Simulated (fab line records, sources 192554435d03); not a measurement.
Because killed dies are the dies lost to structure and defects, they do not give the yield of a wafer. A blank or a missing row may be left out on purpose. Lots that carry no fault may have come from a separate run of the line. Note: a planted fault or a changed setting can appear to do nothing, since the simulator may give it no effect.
Chamber matching :: flow n5Finfet :: N5_MOL_CONTACT_COAG_ETCH_47 on rieDiel-06 has 3 sister chambers
The step etches SiNx in CH3F/O2, stops on W, target depth 27 nm. 16 wafers are shown with their chamber, then 6 later ones without.

## EACH WAFER AND ITS CHAMBER
wafer: L078.1
chamber: 0
drypumpMotorCurrentA (A): 5.9
showerheadPlenumPTorr (Torr): 2.04
throttleValvePct (%): 16.50

wafer: L078.3
chamber: 3
drypumpMotorCurrentA (A): 5.9
showerheadPlenumPTorr (Torr): 1.99
throttleValvePct (%): 17.01

wafer: L078.6
chamber: 3
drypumpMotorCurrentA (A): 5.9
showerheadPlenumPTorr (Torr): 1.99
throttleValvePct (%): 17.02

wafer: L082.1
chamber: 2
drypumpMotorCurrentA (A): 5.3
showerheadPlenumPTorr (Torr): 1.92
throttleValvePct (%): 16.68

wafer: L082.2
chamber: 0
drypumpMotorCurrentA (A): 5.9
showerheadPlenumPTorr (Torr): 2.04
throttleValvePct (%): 16.54

wafer: L082.4
chamber: 3
drypumpMotorCurrentA (A): 5.9
showerheadPlenumPTorr (Torr): 1.98
throttleValvePct (%): 17.03

wafer: L084.3
chamber: 3
drypumpMotorCurrentA (A): 5.9
showerheadPlenumPTorr (Torr): 1.98
throttleValvePct (%): 17.05

wafer: L084.4
chamber: 3
drypumpMotorCurrentA (A): 5.9
showerheadPlenumPTorr (Torr): 1.98
throttleValvePct (%): 17.06

wafer: L084.5
chamber: 2
drypumpMotorCurrentA (A): 5.3
showerheadPlenumPTorr (Torr): 1.92
throttleValvePct (%): 16.69

wafer: L085.2
chamber: 2
drypumpMotorCurrentA (A): 5.3
showerheadPlenumPTorr (Torr): 1.92
throttleValvePct (%): 16.69

wafer: L085.3
chamber: 3
drypumpMotorCurrentA (A): 5.9
showerheadPlenumPTorr (Torr): 1.98
throttleValvePct (%): 17.04

wafer: L085.6
chamber: 3
drypumpMotorCurrentA (A): 5.9
showerheadPlenumPTorr (Torr): 1.98
throttleValvePct (%): 17.05

wafer: L088.1
chamber: 2
drypumpMotorCurrentA (A): 5.3
showerheadPlenumPTorr (Torr): 1.92
throttleValvePct (%): 16.71

wafer: L088.2
chamber: 0
drypumpMotorCurrentA (A): 6.0
showerheadPlenumPTorr (Torr): 2.04
throttleValvePct (%): 16.56

wafer: L088.4
chamber: 0
drypumpMotorCurrentA (A): 5.9
showerheadPlenumPTorr (Torr): 2.04
throttleValvePct (%): 16.56

wafer: L090.1
chamber: 0
drypumpMotorCurrentA (A): 6.0
showerheadPlenumPTorr (Torr): 2.03
throttleValvePct (%): 16.58

SIGNATURES (means of the wafers above)
reading: drypumpMotorCurrentA
chamber 0: 5.940
chamber 2: 5.300
chamber 3: 5.900
scatter within a chamber: 0.0304

reading: showerheadPlenumPTorr
chamber 0: 2.0380
chamber 2: 1.9200
chamber 3: 1.9829
scatter within a chamber: 0.00414

reading: throttleValvePct
chamber 0: 16.5480
chamber 2: 16.6925
chamber 3: 17.0371
scatter within a chamber: 0.0217
Rule: a wafer's distance from a chamber is the root of the sum, over the readings, of the square of ((its reading less the chamber's mean) divided by the reading's scatter). The wafer belongs to the nearest chamber; if the next one is less than 2 further off, it can't be placed. The scatter: the root of (the sum of the squares of (reading less its chamber's mean) over the shown wafers, divided by (wafers less chambers)).

## WAFERS WHOSE CHAMBER IS MISSING
wafer: L090.4
drypumpMotorCurrentA (A): 5.9
showerheadPlenumPTorr (Torr): 1.98
throttleValvePct (%): 17.08

wafer: L090.6
drypumpMotorCurrentA (A): 6.0
showerheadPlenumPTorr (Torr): 2.04
throttleValvePct (%): 16.58

wafer: L091.3
drypumpMotorCurrentA (A): 5.3
showerheadPlenumPTorr (Torr): 1.92
throttleValvePct (%): 16.72

wafer: L091.4
drypumpMotorCurrentA (A): 5.3
showerheadPlenumPTorr (Torr): 1.92
throttleValvePct (%): 16.72

wafer: L096.2
drypumpMotorCurrentA (A): 5.3
showerheadPlenumPTorr (Torr): 1.91
throttleValvePct (%): 16.74

wafer: L096.4
drypumpMotorCurrentA (A): 6.0
showerheadPlenumPTorr (Torr): 2.03
throttleValvePct (%): 16.05

## THE CHAMBER EACH PASSED THROUGH
wafer: L090.4
from the rows above: 3
in truth: 3

wafer: L090.6
from the rows above: 0
in truth: 0

wafer: L091.3
from the rows above: 2
in truth: 2

wafer: L091.4
from the rows above: 2
in truth: 2

wafer: L096.2
from the rows above: 2
in truth: 2

wafer: L096.4
from the rows above: 0
in truth: 0
Placed correctly: 6 of 6. From these rows, 0 cannot be placed. Wrongly placed: 0.
